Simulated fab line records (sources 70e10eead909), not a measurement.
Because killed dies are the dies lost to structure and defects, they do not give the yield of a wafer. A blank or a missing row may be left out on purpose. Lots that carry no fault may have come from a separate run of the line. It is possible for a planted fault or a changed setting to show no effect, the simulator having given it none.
Problem report, 8D (eight disciplines) form, completed by code	flow nand-harc	the parts of the form that need people (team, actions taken, sign-off) are left out

== 1. THE PROBLEM ==
At NHARC_A_WL_FILL_ETCHBACK_17, run-length-s averages 39.9 s over 6 wafers from 2 lots, while fault-free wafers read 47.9 s, standard deviation 0.41. That puts it -20 standard deviations away from the usual mean.
The step: etches the open film in Cl2/BCl3, target depth 4 nm, time 26.7 s.
First seen on wafer L132.1, day 26 12:50, on rie-metal-02. At this step, 39 wafers from 13 lots have a number in the record. The rule behind "out" and "out of limits": a value lying over 4 standard deviations away from the usual mean. Any other wafer with a number is counted as sound.

== 2. WHAT THIS IS AND IS NOT ==
question	is	is not
which readings at this step	run-length-s	drypump-motor-current-A, oes-product-au
which lots	L132, L133	L120, L121, L123, L124, L126, L127, L137, L138, L139, L141, L142
which wafers of those lots	all that have a number	-
read on which tools	rie-metal-02	rie-metal-01, rie-metal-03
when	from day 26 12:50	up to then (18 sound wafers); but 15 sound wafers of L137, L138, L139, L141, L142 came after

== 3. THE SUSPECTS, EACH WITH WHAT RULES IT OUT ==
Counting: a tool stays on the suspect list if, at a process step up to the reading, it processed all lots that are out and no sound lot following the first of them.
- rie-metal-02 at NHARC_A_WL_FILL_ETCHBACK_17 (etches the open film in Cl2/BCl3, target depth 4 nm, time 26.7 s): ruled out as a lasting fault. Sound lots L141 ran on it after its first lot that is out, L132 (day 26 12:50).
Left after counting: nothing in the record.

== 4. THE CAUSE (what the simulator had put in) ==
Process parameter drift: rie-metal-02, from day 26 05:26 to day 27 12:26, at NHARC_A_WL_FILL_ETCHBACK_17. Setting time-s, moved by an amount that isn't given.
Counting ruled it out, wrongly.

== 5. SEQUENCE OF EFFECTS, ordered by route ==
Each row: a reading whose mean over the struck wafers that have a number lies more than 3 standard deviations from the usual. Only readings whose record carries a usual standard deviation are examined. hours: median over the lots of the time between each lot's start at the first step of this table that gives one and its start at this step. sigmas: the change, counted in usual standard deviations.
hours	step	reading	usual	on struck wafers	change	sigmas
0	NHARC_A_WL_FILL_ETCHBACK_17	run-length-s	47.9 s	39.9	-8.0	-20
It contains these process steps:
- NHARC_A_WL_FILL_ETCHBACK_17: etches the open film in Cl2/BCl3, target depth 4 nm, time 26.7 s.

== 6. WHAT WOULD HAVE CAUGHT IT SOONER ==
The fault began at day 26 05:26; the first out-of-limits reading in this record came at day 26 12:50, 7 hours later.
